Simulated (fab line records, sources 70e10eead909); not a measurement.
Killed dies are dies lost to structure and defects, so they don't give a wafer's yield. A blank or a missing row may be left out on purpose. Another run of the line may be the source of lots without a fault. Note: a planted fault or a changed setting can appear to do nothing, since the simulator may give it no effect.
What tool caused it? | flow nand harc | at 1 step of a route of 1159, 7 lots with 21 wafers sampled

## WHAT THE GAUGES SHOWED, per wafer
NHARC_P_STI_OCD_MEAS_17.
lot  | measured    | on     | trench depth nm (nm)
L757 | day 3 18:57 | ocd-01 | 305 311 313
L759 | day 4 07:20 | ocd-01 | 307 310 304
L761 | day 4 16:23 | ocd-01 | 294 296 292
L763 | day 5 08:07 | ocd-02 | 293 304 303
L769 | day 6 17:46 | ocd-01 | 304 306 301
L771 | day 7 05:46 | ocd-01 | 299 303 299
L775 | day 8 05:35 | ocd-01 | 299 302 295

## TOOL THAT RAN EACH LOT (tool first, then ch and the chambers of the sampled wafers, then the start)
There is no process step in the record ahead of these readings.

## THE ANSWER, worked out from the rows above alone
Rule: usual is defined by the lots themselves. The widest of any qualifying gaps counts: lots, ordered by their means at a reading, are off when they make up no more than a third of the lots, leave a main group of 4 or more, and stand apart from it by 3 or more times the standard deviation of that group's means. The tables above print the reading to a certain number of digits; a main group whose means all agree to those digits is not used. A lot without any number at a reading at which 4 lots or more have one is off too. All remaining lots with rows at the step are treated as sound.
None of the lots is off at any reading shown; this tells nothing.

## WHAT WAS PUT IN BY THE SIMULATOR
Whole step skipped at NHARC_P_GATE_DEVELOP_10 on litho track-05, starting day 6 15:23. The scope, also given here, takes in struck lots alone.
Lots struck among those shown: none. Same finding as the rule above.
